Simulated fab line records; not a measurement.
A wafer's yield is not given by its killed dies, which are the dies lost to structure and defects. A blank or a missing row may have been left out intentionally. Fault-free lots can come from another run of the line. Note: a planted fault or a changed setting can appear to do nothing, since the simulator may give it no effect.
The same fault as seen by 3 desks -- flow n5-finfet -- each desk has only its own numbers; what lay behind them comes last

## THE DEFECT DESK
What the inspections along the route counted, lot by lot: means of the sampled wafers that have a number. The brackets show how far a lot's mean lies from the usual mean; more than 4 standard deviations puts the lot out of limits, marked OUT.
Columns: A = raw-defect-count at N5_PASSIVATION_INSPECT_61, usual 2.1
lot,first seen here,A
L592,day 11 23:57,2.3
L594,day 13 03:38,3.0
L596,day 13 14:19,3.3
L598,day 14 10:23,2.0
L601,day 15 01:05,2.0
L605,day 15 16:05,2.0
L602,day 15 19:44,2.3
L606,day 16 08:10,1.0
L611,day 17 19:10,1.3
Result from this desk: across the 9 lots, nothing is out of limits.

## DESK OF THE TOOL OWNER: pecvd-02
The tool's own readings at N5_MIM_TOP_ETCH_PECVD_03 (deposits SiNx from SiH4/NH3/N2, target thk 20 nm, time 17.6 s): means of the sampled wafers that have a number, for each lot that ran on this tool. The brackets show how far a lot's mean lies from the usual mean; more than 4 standard deviations puts the lot out of limits, marked OUT.
Columns: A = chamber-pressure-Torr at N5_MIM_TOP_ETCH_PECVD_03, usual 1.500 Torr; B = heater-power-outer-w at N5_MIM_TOP_ETCH_PECVD_03, usual 458 W; C = heater-power-w at N5_MIM_TOP_ETCH_PECVD_03, usual 751 W; D = showerhead-plenum-p-Torr at N5_MIM_TOP_ETCH_PECVD_03, usual 5.15 Torr; E = throttle-valve-pct at N5_MIM_TOP_ETCH_PECVD_03, usual 38.9 %
lot,first seen here,A,B,C,D,E
L594,day 12 20:17,1.500,391,667,5.19,40.5
L596,day 13 12:31,1.498,445,733,5.18,38.9
L605,day 15 10:23,1.501,454,724,5.16,41.2
L606,day 16 05:08,1.498,434,714,5.19,40.6
L607,day 16 10:26,1.501,503,820,5.15,38.5
Result from this desk: across the 5 lots, nothing is out of limits.

## FROM THE METROLOGY DESK
What the gauges read, lot by lot, whatever tool the lot ran on: means of the sampled wafers that have a number. The brackets show how far a lot's mean lies from the usual mean; more than 4 standard deviations puts the lot out of limits, marked OUT. Only the readings that lie furthest out on some lot appear, 7 of the 11 it has.
Columns: A = IOFF_N at N5_BEOL_M4_RC_MEAS_101, usual 0.16 nA/um; B = IOFF_P at N5_BEOL_M4_RC_MEAS_101, usual 0.22 nA/um; C = ION_N at N5_BEOL_M4_RC_MEAS_101, usual 673 uA/um; D = ION_P at N5_BEOL_M4_RC_MEAS_101, usual 463 uA/um; E = VT_N at N5_BEOL_M4_RC_MEAS_101, usual 249 mV; F = VT_P at N5_BEOL_M4_RC_MEAS_101, usual -249 mV; G = PAD_OVL at N5_PASSIVATION_OVL_MEAS_63, usual -8 nm
lot,first seen here,A,B,C,D,E,F,G
L592,day 8 05:27,0.15,0.22,669,462,249,-251,-7
L594,day 8 21:10,0.15,0.20,666,457,253,-251,-10
L596,day 9 03:50,0.19,0.23,679,458,246,-250,-16
L598,day 9 20:04,0.19,0.19,678,454,247,-253,-11
L601,day 10 17:08,0.17,0.23,671,461,249,-248,-5
L602,day 10 23:00,0.17,0.24,675,460,249,-248,-5
L605,day 11 07:52,0.16,0.22,674,464,249,-250,-3
L607,day 12 15:14,0.19,0.26,670,462,246,-248,-
L606,day 12 15:22,0.15,0.20,676,470,249,-254,-3
L611,day 13 23:58,0.22,0.32,697,484,244,-242,-4
Result from this desk: across the 10 lots, nothing is out of limits.

## TAKEN TOGETHER
No out-of-limits result turned up at the defect desk.
The desk of the tool owner found nothing out of limits.
Metrology desk: nothing out of limits seen.

## WHAT THE SIMULATOR HAD PUT IN
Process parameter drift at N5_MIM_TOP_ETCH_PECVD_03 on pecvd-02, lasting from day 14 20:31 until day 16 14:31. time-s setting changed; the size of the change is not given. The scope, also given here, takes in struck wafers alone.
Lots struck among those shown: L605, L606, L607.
